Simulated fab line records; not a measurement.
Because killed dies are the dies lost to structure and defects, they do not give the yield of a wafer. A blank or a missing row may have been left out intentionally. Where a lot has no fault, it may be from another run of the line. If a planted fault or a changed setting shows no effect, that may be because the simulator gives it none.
fab line records	flow n5-finfet
record lots=12	wafers=30	last-day=17
route steps=1938 shown BEOL_M6@1231 BEOL_M7@1263 PASSIVATION@1936
lots that met no fault: taken from a fault-free run of the same line
start-h: start of the lot's first displayed wafer, in hours after the record's first day	wait-h: time in hours since the lot's previous step	" repeats the value in the row above	L1.1+2: a row that stands for several wafers	- no value present, or no start provided	* or withheld: withheld	< > ~ a bound
route shown NAME@n: a module of which the file shows steps, and the number in the route of the first	usual: the fault-free wafers' mean and standard deviation	same: alike in all rows	chamber/n: place in a boat	sites: readings site by site	_std_site: their standard deviation	_edge_site: mean of outer sites minus mean of inner sites	radius-mm: for every site, how far away it sits from the centre of the wafer	mask NAME#n: copy n	behind: the most recent tool/chamber to have shaped the wafer	hold: why the lot was held/for how many hours/how that ended	device: the n, p or np transistor that did not switch	end of line: at the end of the route, the tests of the same wafers	a step with no rows: only its recipe	killed: dies that structure and defects cost at the first sort, which is not the same as the wafer's yield	map: a wafer's dies, x killed, . not, _ none there
set.NAME: the setting as run; set.NAME@STEP: as run at that earlier step	model.NAME: the simulator's own value behind a step, which no gauge read
route steps across a sampled set of lots; one table per step, one row per wafer
services: a tool's chamber out of use, with start hour (start-h, from the record's first day; less than 0 if before it), hours out, and reason
## steps
# step N5_BEOL_M6_ETCH_72
# recipe chemistry=N2/H2	target=underlayer	target-depth-a=65	mask-material=CAR-EUV	time-s=5.2	ion-energy-ev=200	pressure-mtorr=30	source-w=840	bias-w=150	n2-flow-sccm=200	h2-flow-sccm=200	ends=cleared
# usual drypump-motor-current-A=5.6/0.47	etch-rf-on-time-s=5.16/0.18	oes-product-au=0.72/0.078	rf-vpp-V=525.0/2.4	showerhead-plenum-p-Torr=2.59/0.079	throttle-valve-pct=17.78/0.19
lot.wafer	tool	chamber	start-h	wait-h	drypump-motor-current-A	etch-rf-on-time-s	oes-product-au	rf-hours-counter-h	rf-vpp-V	showerhead-plenum-p-Torr	throttle-valve-pct
L250.2	rie-diel-05	2	188.06	0.0	6.3	5.02	0.70	101	527.8	2.68	17.76
L250.6	"	0	"	"	6.1	5.11	0.63	-	526.1	2.64	17.68
L252.2	rie-diel-05	2	196.90	0.0	6.4	5.05	0.70	105	528.3	2.68	17.77
L252.3	"	3	"	"	5.6	5.13	0.79	17	529.5	2.73	17.85
L253.1	rie-diel-05	0	198.98	0.0	6.1	5.20	0.62	201	525.8	2.63	17.69
L253.4	"	3	"	"	5.6	5.25	0.77	18	527.2	2.73	17.84
L253.6	"	0	"	"	6.0	5.15	0.63	-	526.6	2.63	17.72
L254.1	rie-diel-06	0	212.58	0.0	5.7	5.40	0.63	142	521.7	2.55	17.70
L254.2	"	2	"	"	6.1	4.98	0.65	179	526.0	2.67	17.71
L254.3	"	1	"	"	6.2	5.60	0.57	239	522.8	2.48	17.77
L256.1	rie-diel-05	0	223.00	0.0	6.1	5.12	0.64	210	525.7	2.63	17.70
L256.5	"	1	"	"	5.2	5.04	0.84	-	525.4	2.61	17.67
L257.1	rie-diel-04	3	235.61	0.0	5.4	5.13	0.77	25	521.8	2.47	17.47
L257.3	"	0	"	"	5.9	4.94	0.78	37	522.0	2.51	17.75
L260.1	rie-diel-05	0	245.55	0.0	6.1	5.09	0.63	215	525.6	2.63	17.74
L260.2	"	2	"	"	6.3	4.99	0.69	121	527.5	2.67	17.80
L260.6	"	3	"	"	5.6	5.19	0.75	-	529.8	2.72	17.90
L261.1	rie-diel-06	0	262.89	0.0	5.7	5.42	0.63	161	527.6	2.54	17.73
L261.3	"	3	"	"	5.8	4.95	0.62	217	521.9	2.52	18.12
L261.5	"	3	"	"	5.8	4.97	0.64	-	525.1	2.52	18.14
L262.2	rie-diel-06	2	265.20	0.0	6.1	4.96	0.64	199	524.4	2.66	17.73
L262.3	"	0	"	"	5.7	5.42	0.61	163	522.6	2.54	17.74
L263.3	rie-diel-04	3	265.52	0.0	5.4	5.33	0.73	37	523.5	2.47	17.47
L263.5	"	2	"	"	4.8	5.54	0.79	-	525.3	2.60	17.84
L270.1	rie-diel-04	1	311.59	0.0	5.1	5.05	0.80	22	523.7	2.58	17.88
L270.3	"	2	"	"	4.8	5.49	0.74	27	526.3	2.59	17.89
L270.6	"	1	"	"	5.1	4.99	0.80	-	523.5	2.58	17.83
L271.2	rie-diel-05	2	324.72	0.0	6.4	5.07	0.67	149	527.0	2.65	17.85
L271.3	"	0	"	"	6.1	5.18	0.61	243	526.5	2.61	17.76
L271.6	"	2	"	"	6.3	5.07	0.66	-	528.0	2.66	17.83
# step N5_BEOL_M6_ALD_77
# recipe material=TaN	target-thk-a=20	temp-c=275	ald-precursor-family=PDMAT	ald-co-reactant=NH3	pressure-torr=3	carrier-flow-sccm=1500	pulse-time-s=2	purge-time-s=3	co-reactant-purge-time-s=2	co-reactant-pulse-time-s=3	ald-cycles=40	precursor-vessel-temp-c=75	precursor-vessel-pressure-torr=26.25	precursor-vessel-carrier-sccm=1000
# usual heater-power-w=414/29
lot.wafer	tool	chamber	start-h	wait-h	heater-power-w
L250.2	ald-metal-02	2	189.51	0.1	380
L250.6	"	1	"	"	471
L252.2	ald-metal-01	2	198.44	0.1	398
L252.3	"	3	"	"	388
L253.1	ald-metal-02	1	201.12	0.0	462
L253.4	"	0	"	"	386
L253.6	"	1	"	"	459
L254.1	ald-metal-02	1	215.06	0.0	469
L254.2	"	3	"	"	387
L254.3	"	2	"	"	380
L256.1	ald-metal-03	1	224.19	0.2	437
L256.5	"	0	"	"	432
L257.1	ald-metal-03	3	236.80	0.1	426
L257.3	"	1	"	"	445
L260.1	ald-metal-01	3	246.78	0.2	378
L260.2	"	0	"	"	445
L260.6	"	3	"	"	378
L261.1	ald-metal-02	1	265.76	0.0	459
L261.3	"	2	"	"	374
L261.5	"	2	"	"	376
L262.2	ald-metal-03	1	266.88	0.1	437
L262.3	"	2	"	"	425
L263.3	ald-metal-02	3	267.15	0.1	393
L263.5	"	1	"	"	454
L270.1	ald-metal-01	2	314.00	0.1	395
L270.3	"	3	"	"	374
L270.6	"	3	"	"	371
L271.2	ald-metal-02	0	325.73	0.0	396
L271.3	"	3	"	"	385
L271.6	"	0	"	"	396
# step N5_BEOL_M7_ILD_DEP_00
# recipe material=SiCOH_lowk	target-thk-a=1797.5	temp-c=300	precursor=DEMS/porogen	pressure-torr=5	rf-w=500	time-s=33.4
# usual heater-power-w=320/35	showerhead-plenum-p-Torr=5.744/0.019	throttle-valve-pct=13.7/0.81
lot.wafer	tool	chamber	start-h	wait-h	heater-power-w	showerhead-plenum-p-Torr	throttle-valve-pct
L250.2	pecvd-04	1	191.01	0.0	287	5.776	14.7
L250.6	"	2	"	"	320	5.725	11.8
L252.2	pecvd-03	1	201.91	0.0	311	5.721	13.5
L252.3	"	0	"	"	320	5.726	14.1
L253.1	pecvd-03	0	203.10	0.0	288	5.731	13.8
L253.4	"	0	"	"	291	5.738	13.9
L253.6	"	1	"	"	310	5.722	13.2
L254.1	pecvd-02	0	216.75	0.0	253	5.722	15.1
L254.2	"	1	"	"	296	5.766	13.7
L254.3	"	2	"	"	282	5.753	13.7
L256.1	pecvd-03	1	225.75	0.0	310	5.721	13.3
L256.5	"	1	"	"	313	5.738	13.5
L257.1	pecvd-03	2	239.24	0.0	373	5.731	13.5
L257.3	"	0	"	"	316	5.732	14.0
L260.1	pecvd-04	1	248.36	0.0	353	5.750	14.5
L260.2	"	0	"	"	315	5.758	13.3
L260.6	"	1	"	"	362	5.785	14.5
L261.1	pecvd-04	1	267.29	0.0	316	5.761	14.4
L261.3	"	0	"	"	315	5.768	13.0
L261.5	"	0	"	"	323	5.766	12.9
L262.2	pecvd-04	1	268.78	0.0	362	5.776	14.4
L262.3	"	2	"	"	349	5.733	12.2
L263.3	pecvd-04	1	269.18	0.0	356	5.774	14.4
L263.5	"	0	"	"	324	5.775	13.4
L270.1	pecvd-02	0	315.46	0.0	275	5.731	15.2
L270.3	"	1	"	"	295	5.765	13.9
L270.6	"	0	"	"	279	5.747	15.2
L271.2	pecvd-03	1	327.97	0.0	305	5.726	13.3
L271.3	"	2	"	"	362	5.732	13.7
L271.6	"	2	"	"	365	5.723	13.7
# step N5_BEOL_M7_CURE_74
# recipe temp-c=385	time-s=240	ambient=He/Ar	material=SiCOH_lowk
# usual lamp-power-pct=52.32/0.055	wafer_temp_C_max=386.9/0.55
lot.wafer	tool	chamber	start-h	wait-h	lamp-power-pct	wafer_temp_C_max
L250.2	uv-cure-03	2	191.15	0.1	52.30	387.4
L250.6	"	2	"	"	52.29	387.4
L252.2	uv-cure-03	2	202.05	0.1	52.32	386.7
L252.3	"	2	"	"	52.38	387.2
L253.1	uv-cure-01	0	203.16	0.0	52.29	387.3
L253.4	"	0	"	"	52.23	387.0
L253.6	"	0	"	"	52.32	386.5
L254.1	uv-cure-03	2	216.81	0.0	52.35	387.2
L254.2	"	2	"	"	52.34	387.2
L254.3	"	2	"	"	52.23	387.6
L256.1	uv-cure-03	2	225.82	0.0	52.25	387.0
L256.5	"	2	"	"	52.31	387.1
L257.1	uv-cure-03	0	239.31	0.0	52.36	386.3
L257.3	"	0	"	"	52.33	387.1
L260.1	uv-cure-02	1	248.42	0.0	52.33	386.6
L260.2	"	1	"	"	52.28	386.8
L260.6	"	1	"	"	52.45	386.6
L261.1	uv-cure-02	2	267.35	0.0	52.39	386.9
L261.3	"	2	"	"	52.31	386.8
L261.5	"	2	"	"	52.31	387.4
L262.2	uv-cure-02	1	269.07	0.3	52.35	386.3
L262.3	"	1	"	"	52.34	386.7
L263.3	uv-cure-03	0	269.55	0.3	52.36	386.9
L263.5	"	0	"	"	52.41	387.0
L270.1	uv-cure-01	1	315.55	0.1	52.30	386.1
L270.3	"	1	"	"	52.31	386.6
L270.6	"	1	"	"	52.28	386.4
L271.2	uv-cure-02	1	328.12	0.1	52.25	386.3
L271.3	"	1	"	"	52.33	385.9
L271.6	"	1	"	"	52.34	386.4
# step N5_BEOL_M7_THK_MEAS_01
# recipe reads=SiCOH_lowk_of_BEOL_M7_ILD_DEP_00
# usual M7_ILD_THK=155.4/2.5
lot.wafer	tool	chamber	start-h	wait-h	M7_ILD_THK[nm]
L250.2	film-metro-02	-	191.58	0.4	154.6
L250.6	"	-	"	"	157.3
L252.2	film-metro-01	-	202.49	0.4	154.7
L252.3	"	-	"	"	152.0
L253.1	film-metro-01	-	204.16	0.8	155.4
L253.4	"	-	"	"	156.9
L253.6	"	-	"	"	159.2
L254.1	film-metro-02	-	217.33	0.4	152.8
L254.2	"	-	"	"	152.0
L254.3	"	-	"	"	154.2
L256.1	film-metro-02	-	226.33	0.4	155.4
L256.5	"	-	"	"	160.2
L257.1	film-metro-02	-	239.82	0.4	153.4
L257.3	"	-	"	"	154.5
L260.1	film-metro-02	-	248.93	0.4	155.6
L260.2	"	-	"	"	151.3
L260.6	"	-	"	"	157.4
L261.1	film-metro-02	-	268.35	0.8	152.6
L261.3	"	-	"	"	131.1
L261.5	"	-	"	"	153.9
L263.3	film-metro-01	-	269.90	0.3	134.1
L263.5	"	-	"	"	155.3
L262.2	film-metro-01	-	269.91	0.7	136.2
L262.3	"	-	"	"	137.7
L270.1	film-metro-02	-	316.54	0.8	154.0
L270.3	"	-	"	"	155.3
L270.6	"	-	"	"	156.7
L271.2	film-metro-02	-	328.55	0.4	152.9
L271.3	"	-	"	"	150.1
L271.6	"	-	"	"	151.7
# step N5_PASSIVATION_PROBE_49
# usual defect-limited-yield=91.8/1.5	killed_at_M0_to_M3=33/11	killed_at_M4_up=13/5	killed-at-contacts=11/5.6	killed-at-front-end=36/12	killed-at-other=3.4/2.5	killed-dies=97/18	killed-open=64/13	killed-short=31/6.9	sort_bin_4_leakage=0.01/0.048	sort_bin_5_function=4.8/1	sort_bin_6_memory=3.1/0.64	sort-n-pass=1083/18	sort-yield-pct=91.8/1.5
# same gross-dies=1180	killed-at-back-side=0	sort_bin_8_speed[%]=0
lot.wafer	tool	chamber	start-h	wait-h	defect-limited-yield[%]	killed_at_M0_to_M3	killed_at_M4_up	killed-at-contacts	killed-at-front-end	killed-at-other	killed-dies	killed-open	killed-short	sort_bin_4_leakage[%]	sort_bin_5_function[%]	sort_bin_6_memory[%]	sort-n-pass	sort-yield-pct[%]
L262.2	prober-02	-	347.97	0.1	90.1	40	19	20	37	1	117	83	34	0	6.4	3.3	1063	90.1
L262.3	prober-02	-	348.02	0.1	92.0	34	8	20	27	5	94	66	26	0	4.6	3.4	1086	92.0
# killed by level:class
L262.2 MOL_CONTACT_COAG:geometric-particle:open=16 BEOL_M0_SAQP:geometric-particle:open=10 FIN_SAQP:geometric-particle:open=9 DUMMY_GATE:geometric-particle:open=8 BEOL_M3:geometric-particle:open=7 BEOL_M0_SAQP:geometric-particle:short=6 BEOL_M2:geometric-particle:open=6 BEOL_M4:geometric-particle:open=6
L262.3 MOL_CONTACT_COAG:geometric-particle:open=15 BEOL_M0_SAQP:geometric-particle:short=11 BEOL_M0_SAQP:geometric-particle:open=8 DUMMY_GATE:geometric-particle:open=7 BEOL_M1:geometric-particle:open=6 BEOL_M2:geometric-particle:open=6 STARTING-WAFER:geometric-particle:open=5 SPACER0:geometric-particle:open=3
## services
tool	chamber	start-h	hours	kind
rie-diel-05	1	178.48	-	clean
rie-diel-05	1	178.48	-	consumable-replace:focus-ring
pecvd-04	-	180.14	0.9	repair
uv-cure-01	-	197.32	2.1	pm
ald-metal-02	0	206.22	49.9	repair
rie-diel-06	0	207.22	4.4	repair
pecvd-04	1	209.48	10.2	repair
rie-diel-04	2	217.90	5.7	repair
pecvd-03	-	221.28	2.8	pm
pecvd-02	-	225.45	14.6	pm
ald-metal-03	-	228.60	6.0	pm
rie-diel-05	0	230.90	5.1	repair
uv-cure-03	-	243.66	1.0	pm
ald-metal-02	-	244.36	2.8	pm
rie-diel-06	3	245.02	16.7	repair
pecvd-04	1	256.77	2.0	repair
uv-cure-02	-	277.68	1.0	pm
ald-metal-03	-	284.08	0.7	repair
pecvd-04	-	288.42	0.8	repair
rie-diel-06	2	302.78	3.3	repair
pecvd-02	2	305.69	20.6	repair
rie-diel-04	3	307.04	5.2	repair
uv-cure-03	-	309.70	7.1	pm
rie-diel-04	1	324.53	5.2	repair
## key
first-sign step=N5_BEOL_M7_THK_MEAS_01	reading=M7_ILD_THK	direction=down	sigmas=8.4	usual=155.4	struck=134.8
effect none on later readings
met-at N5_BEOL_M7_ILD_DEP_00
struck-lots L261,L262,L263
struck-wafers L261.3,L262.2,L262.3,L263.3
baseline-loss step=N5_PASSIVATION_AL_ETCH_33	wafers=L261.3
baseline-loss step=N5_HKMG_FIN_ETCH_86	wafers=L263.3
not-acting-at N5_BEOL_M6_ETCH_72,N5_BEOL_M6_ALD_77,N5_BEOL_M7_CURE_74
onset-between 248.36 267.29
fault kind=process-parameter-drift	tool=pecvd-04	chamber=-	onset-h=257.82	steps=N5_BEOL_M7_ILD_DEP_00	channel=time-s	offset=*	shape=step	end-h=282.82	scope=struck-wafers-only	acts-in=*	stated=*
# baseline-loss: these wafers lose ten dies or more at that step, a loss of the line's own and not of a fault; the sort's usual values leave them out
